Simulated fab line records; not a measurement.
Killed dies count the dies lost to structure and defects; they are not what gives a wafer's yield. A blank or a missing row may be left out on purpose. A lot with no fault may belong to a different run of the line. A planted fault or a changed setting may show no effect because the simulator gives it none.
Matching of chambers :: flow n5 finfet :: rie diel-03 running N5_GATE_CUT_ETCH_37: 4 sister chambers
The step etches SOC in N2/H2, target depth 60 nm, overetch 12 nm, time 90 s. 8 wafers are shown with their chamber, then 8 later ones without.

== WAFERS WITH THEIR CHAMBER ==
wafer: L081.3
chamber: 2
drypump motor current A (A): 5.3
showerhead plenum p Torr (Torr): 2.53

wafer: L084.6
chamber: 3
drypump motor current A (A): 6.4
showerhead plenum p Torr (Torr): 2.63

wafer: L087.3
chamber: 0
drypump motor current A (A): 5.1
showerhead plenum p Torr (Torr): 2.54

wafer: L087.5
chamber: 3
drypump motor current A (A): 6.3
showerhead plenum p Torr (Torr): 2.62

wafer: L093.1
chamber: 1
drypump motor current A (A): 5.4
showerhead plenum p Torr (Torr): 2.69

wafer: L093.3
chamber: 2
drypump motor current A (A): 5.3
showerhead plenum p Torr (Torr): 2.52

wafer: L093.4
chamber: 0
drypump motor current A (A): 5.1
showerhead plenum p Torr (Torr): 2.54

wafer: L094.3
chamber: 1
drypump motor current A (A): 5.4
showerhead plenum p Torr (Torr): 2.69

== WAFERS WITHOUT THEIR CHAMBER ==
wafer: L094.4
drypump motor current A (A): 5.3
showerhead plenum p Torr (Torr): 2.52

wafer: L094.6
drypump motor current A (A): 5.1
showerhead plenum p Torr (Torr): 2.54

wafer: L095.2
drypump motor current A (A): 6.4
showerhead plenum p Torr (Torr): 2.62

wafer: L095.5
drypump motor current A (A): 5.1
showerhead plenum p Torr (Torr): 2.54

wafer: L095.6
drypump motor current A (A): 6.4
showerhead plenum p Torr (Torr): 2.62

wafer: L096.3
drypump motor current A (A): 6.4
showerhead plenum p Torr (Torr): 2.62

wafer: L096.5
drypump motor current A (A): 5.3
showerhead plenum p Torr (Torr): 2.52

wafer: L096.6
drypump motor current A (A): 6.3
showerhead plenum p Torr (Torr): 2.62

== EACH ONE'S CHAMBER ==
wafer: L094.4
from the rows above: 2
in truth: 2

wafer: L094.6
from the rows above: 0
in truth: 0

wafer: L095.2
from the rows above: 3
in truth: 3

wafer: L095.5
from the rows above: 0
in truth: 0

wafer: L095.6
from the rows above: 3
in truth: 3

wafer: L096.3
from the rows above: 3
in truth: 3

wafer: L096.5
from the rows above: 2
in truth: 2

wafer: L096.6
from the rows above: 3
in truth: 3
Correct placement for 8 of the 8. Number that these rows cannot place: 0. Number placed wrongly: 0.
How it was worked out, from the rows above alone: a wafer's distance from a chamber is the root of the sum, over the readings, of the square of ((its reading less the chamber's mean) divided by the reading's scatter). If the next closest chamber is less than 2 further off than the closest, the wafer can't be placed; otherwise it belongs to the closest. The mean given for a chamber averages the wafers shown for that chamber. The scatter is the square root of a quotient: the sum, over the shown wafers, of each reading's squared deviation from its chamber's mean, divided by wafers minus chambers.
